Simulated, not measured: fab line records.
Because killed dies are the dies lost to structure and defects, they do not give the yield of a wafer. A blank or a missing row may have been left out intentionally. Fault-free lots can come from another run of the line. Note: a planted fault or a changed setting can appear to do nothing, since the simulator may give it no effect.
Split-lot trial | flow n5_finfet | 21 wafers read across 7 lots, on a route 1938 steps long

## THE SPLIT
At N5_MOL_CONTACT_COAG_CVD_140 (deposits W, target thk 66.5 nm, time 215 s), the setting target_thk_a was moved away from the recipe's 665 angstrom on 9 of the 21 wafers read, by -10.8% to +6.7%. The other wafers ran this setting at the recipe's value.

The reading comes from the split's own step.

## THE READING
W_of_MOL_CONTACT_COAG_CVD_140.thk_nm (the simulator's own value, which no gauge read), in nm, at N5_MOL_CONTACT_COAG_CVD_140 (deposits W, target thk 66.5 nm, time 215 s). The file does not state a usual value for it. Across the 12 wafers here that went through the recipe, the average is 66.3 nm and the standard deviation 0.44 nm.

wafer  | tool, chamber at the split | target_thk_a as run, angstrom | against the recipe | W_of_MOL_CONTACT_COAG_CVD_140.thk_nm, nm | against lot-mates on the recipe
L074.1 | cvd_w-02, 1                | 709.6                         | +6.7%              | 71                                       | no lot-mate on the recipe
L074.3 | cvd_w-02, 1                | 709.6                         | +6.7%              | 71.6                                     | no lot-mate on the recipe
L074.6 | cvd_w-02, 0                | 709.6                         | +6.7%              | 70.6                                     | no lot-mate on the recipe
L080.1 | cvd_w-01, 1,0              | 665                           | recipe             | 66.6                                     | -
L080.6 | cvd_w-01, 1,0              | 665                           | recipe             | 66.6                                     | -
L080.2 | cvd_w-01, 0                | 665                           | recipe             | 66.2                                     | -
L087.2 | cvd_w-01, 1                | 665                           | recipe             | 66                                       | -
L087.4 | cvd_w-01, 0                | 665                           | recipe             | 66.2                                     | -
L087.5 | cvd_w-01, 1                | 709.4                         | +6.7%              | 71                                       | +4.9
L088.2 | cvd_w-02, 0                | 688                           | +3.5%              | 68.6                                     | no lot-mate on the recipe
L088.5 | cvd_w-02, 0                | 688                           | +3.5%              | 68.4                                     | no lot-mate on the recipe
L088.6 | cvd_w-02, 0                | 688                           | +3.5%              | 68.2                                     | no lot-mate on the recipe
L090.1 | cvd_w-02, 0                | 665                           | recipe             | 67.2                                     | -
L090.3 | cvd_w-02, 0                | 665                           | recipe             | 66                                       | -
L090.6 | cvd_w-02, 0                | 665                           | recipe             | 66                                       | -
L093.1 | cvd_w-01, 1                | 592.9                         | -10.8%             | 59.8                                     | -7.0
L093.4 | cvd_w-01, 1                | 592.9                         | -10.8%             | 60.2                                     | -6.6
L093.6 | cvd_w-01, 1                | 665                           | recipe             | 66.8                                     | -
L095.3 | cvd_w-02, 0                | 665                           | recipe             | 65.4                                     | -
L095.4 | cvd_w-02, 1,0              | 665                           | recipe             | 66.4                                     | -
L095.6 | cvd_w-02, 1,0              | 665                           | recipe             | 66.4                                     | -
Where a row lists several chambers, the file gives one row for several wafers and doesn't say which wafer went through which chamber.

FIT RESULTS
A straight line over all 21 wafers: W_of_MOL_CONTACT_COAG_CVD_140.thk_nm changes by +0.629 nm for each +1% of target_thk_a; r = +0.99; the points scatter about the line by 0.47 nm.
The same after taking each lot's own level away (the mean of its wafers on the recipe; 15 wafers): +0.648 nm for each +1%; r = +0.99; scatter 0.41 nm.
On that fit, the largest move of target_thk_a shifts the reading by 7 nm.
The lots' own levels span 66.07 to 66.80 nm, that is 1.7 times the standard deviation above.
Consequently the slope shifts little with the lot-to-lot level, the two slopes agreeing.
Check: -6.92 nm against its lot-mates is what the line predicts for one of the wafers moved furthest among these (-10.8%) when that wafer is left out of the fit. Against them it came out at -7 nm.

## OTHER SPLITS ON THESE WAFERS
Before the reading, these wafers also passed through other splits. Each is held against what the fit with the lots' levels taken away leaves over:
other split on the same wafers               | wafers away from the commonest value | r with W_of_MOL_CONTACT_COAG_CVD_140.thk_nm (lot level and that fit taken away)
N5_SD_EPI_N_EPI_21 epi_growth_time_s         | 7                                    | +0.04
N5_SDB_EXPOSE_08 dose_mj                     | 8                                    | -0.33
N5_HKMG_FIN_ETCH_54 source_w                 | 11                                   | -0.03
N5_HKMG_FIN_ETCH_55 time_s                   | 8                                    | +0.13
N5_GATE_CUT_DESCUM_18 time_s                 | 8                                    | -0.02
N5_MOL_CONTACT_COAG_EXPOSE_05 dose_mj        | 5                                    | +0.10
N5_MOL_CONTACT_COAG_CONTACT_ETCH_14 source_w | 5                                    | +0.24
N5_MOL_CONTACT_COAG_ETCH_124 source_w        | 6                                    | -0.20

## THE FILE'S OWN FIT
W_of_MOL_CONTACT_COAG_CVD_140.thk_nm changes by +0.657 nm for each +1% of target_thk_a, r = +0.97.
